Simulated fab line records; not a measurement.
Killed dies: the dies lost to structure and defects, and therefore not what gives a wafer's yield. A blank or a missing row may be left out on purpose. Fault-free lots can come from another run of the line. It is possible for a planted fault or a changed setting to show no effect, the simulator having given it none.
A lot that was struck, set against a sound lot / flow nandHarc / 13 out of 1159 route steps
Sound: wafers L838.1, L838.2, L838.3. Struck: wafers L848.3, L848.5 (left out: L848.6, a lot-mate that was not struck); the cause follows at the end.
Per side, at each step with rows, come the tool, then ch with its chambers, and then its first start. Under that, the readings that differ: sound wafers / struck wafers / difference of the means / sigmas: that difference in standard deviations of wafers without a fault.
alike: words and numbers the same on both sides, and readings whose means are apart by under 2 such deviations; not compared: readings that were withheld, readings missing a value for some wafer, numbers with overlapping values and no deviation given by the record, and bounds like >300 which may hide the same value.
Wherever a step has rows on one side only, a row that says differs or no value, or a row with sigmas, the two part there. When numbers do not overlap yet have no deviation, they are printed without sigmas and do not part them. Lack of a reading on every wafer of one side parts them only where that side has two or more wafers.

NHARC_A_ZERO_WELL_INSPECT_17:
  sound on defectInspect-02 at day 8 23:44; struck on defectInspect-01 at day 11 13:04
  alike: rawDefectCount
then, 3 steps without rows for these wafers: NHARC_A_SOURCE_PLATE_PRECLEAN_00 (cleans in HF-LAST, time 60 s); NHARC_A_SOURCE_PLATE_SRD_01; NHARC_A_SOURCE_PLATE_OXIDE_02 (material SiO2, target thk 10 nm, ox time 1362 s).
NHARC_A_SOURCE_PLATE_THK_MEAS_09: measures by ellipsometry.
  sound on filmMetro-01 at day 9 07:22; struck on filmMetro-01 at day 11 20:29
  alike: thkNm
then, 3 steps without rows for these wafers: NHARC_A_SOURCE_PLATE_PVD_04 (deposits WSi2, target thk 50 nm); NHARC_A_SOURCE_PLATE_CVD_03 (deposits poly-Si, target thk 200 nm, time 4000 s); NHARC_A_SOURCE_PLATE_ANNEAL_05 (time 1800 s).
NHARC_A_SOURCE_PLATE_THK_MEAS_06: measures by ellipsometry.
  sound on filmMetro-01 at day 9 21:26; struck on filmMetro-02 at day 12 09:37
reading=thkNm (nm); sound=202.0 201.2 202.8; struck=196.5 197.8; difference=-4.8; sigmas=-2
NHARC_A_SOURCE_PLATE_INSPECT_08:
  sound on defectInspect-01 at day 9 21:31; struck on defectInspect-02 at day 12 09:41
  alike: rawDefectCount
NHARC_A_ONON_D1_DEP_00: target thk 1000 nm.
  sound on pecvdOnon-04 ch 0, day 9 21:38; struck on pecvdOnon-04 ch 0, day 12 09:52
NHARC_A_ONON_D1_THK_MEAS_02: measures by ellipsometry.
  sound on filmMetro-01 at day 9 22:09; struck on filmMetro-02 at day 12 10:26
reading=thkNm (nm); sound=996 998 998; struck=1289 1287; difference=+291; sigmas=+37
  not compared: hold
-- jump in the record: it breaks off in module A_ONON_D1 and resumes in module END (first step shown: number 1159 of the route), and 12 days separate the struck wafers' starts before and after --
NHARC_END_SORT_01:
  sound on prober-01 ch 0, day 21 20:55; struck on prober-02 ch 0, day 24 06:44
reading=hold; sound=- - -; struck=awaitDispo/1.2h/release awaitDispo/1.2h/release; difference=no value on the sound wafers; sigmas=
reading=killedAtArray; sound=26 33 41; struck=671 671; difference=+638; sigmas=+53
reading=killedDies; sound=29 36 46; struck=677 677; difference=+640; sigmas=+53
  alike: killedAtOther, killedAtPeriphery, killedOpen, killedShort

## WHERE THEY PART
Last at NHARC_END_SORT_01 as far as this record goes, first at NHARC_A_SOURCE_PLATE_THK_MEAS_06.

WHY: what the simulator had put in
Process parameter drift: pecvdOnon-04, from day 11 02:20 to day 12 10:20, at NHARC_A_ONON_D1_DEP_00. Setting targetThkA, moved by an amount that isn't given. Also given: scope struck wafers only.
